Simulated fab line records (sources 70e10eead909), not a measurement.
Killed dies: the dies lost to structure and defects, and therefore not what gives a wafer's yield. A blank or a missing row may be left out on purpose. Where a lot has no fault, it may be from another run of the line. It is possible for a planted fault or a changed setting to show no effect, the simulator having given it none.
Which of the tools did it? || flow nand-harc || 7 lots, 21 wafers sampled, at 2 steps of a route of 1302

## WHAT EACH GAUGE READ, for each wafer
NHARC_HYBRID_BOND_OVL_MEAS_05.
{"lot": "L962", "measured": "day 24 05:55", "on": "overlay-01", "overlay-x-nm (nm)": "28 33 20"}
{"lot": "L964", "measured": "day 24 05:55", "on": "overlay-02", "overlay-x-nm (nm)": "-30 35 13"}
{"lot": "L966", "measured": "day 25 14:23", "on": "overlay-02", "overlay-x-nm (nm)": "35 22 -16"}
{"lot": "L968", "measured": "day 26 12:48", "on": "overlay-01", "overlay-x-nm (nm)": "-2 -29 22"}
{"lot": "L971", "measured": "day 27 19:57", "on": "overlay-01", "overlay-x-nm (nm)": "27 6 8"}
{"lot": "L978", "measured": "day 31 16:13", "on": "overlay-01", "overlay-x-nm (nm)": "36 19 -7"}
{"lot": "L979", "measured": "day 30 22:52", "on": "overlay-02", "overlay-x-nm (nm)": "29 -63 33"}

## WHAT TOOL EACH LOT RAN ON (gives the tool, then ch and the chambers of the sampled wafers, and finally the start)
{"lot": "L962", "NHARC_A_ONON_D1_DEP_19": "pecvd-onon-03 ch 0, day 8 12:08"}
{"lot": "L964", "NHARC_A_ONON_D1_DEP_19": "pecvd-onon-03 ch 0, day 9 03:38"}
{"lot": "L966", "NHARC_A_ONON_D1_DEP_19": "pecvd-onon-03 ch 0, day 10 02:34"}
{"lot": "L968", "NHARC_A_ONON_D1_DEP_19": "pecvd-onon-03 ch 0, day 11 09:47"}
{"lot": "L971", "NHARC_A_ONON_D1_DEP_19": "pecvd-onon-03 ch 0, day 12 06:27"}
{"lot": "L978", "NHARC_A_ONON_D1_DEP_19": "pecvd-onon-01 ch 0, day 15 10:09"}
{"lot": "L979", "NHARC_A_ONON_D1_DEP_19": "pecvd-onon-04 ch 0, day 15 19:33"}
- NHARC_A_ONON_D1_DEP_19: target thk 1000 nm.

## THE ANSWER, worked out from the rows above alone
Rule: the lots themselves supply what counts as usual. Put in order of their means at a reading, lots are off if they are a third of the lots or fewer, leave a main group of 4 or more, and stand apart from it by a gap of 3 or more times the standard deviation of the main group's means; of several such gaps the widest counts. The tables above print the reading to a certain number of digits; a main group whose means all agree to those digits is not used. A lot without any number at a reading at which 4 lots or more have one is off too. Any other lot the step has rows for is counted as sound.
No lot is off on any of the readings shown, so nothing can be concluded from this.

## WHAT THE SIMULATOR HAD PUT IN
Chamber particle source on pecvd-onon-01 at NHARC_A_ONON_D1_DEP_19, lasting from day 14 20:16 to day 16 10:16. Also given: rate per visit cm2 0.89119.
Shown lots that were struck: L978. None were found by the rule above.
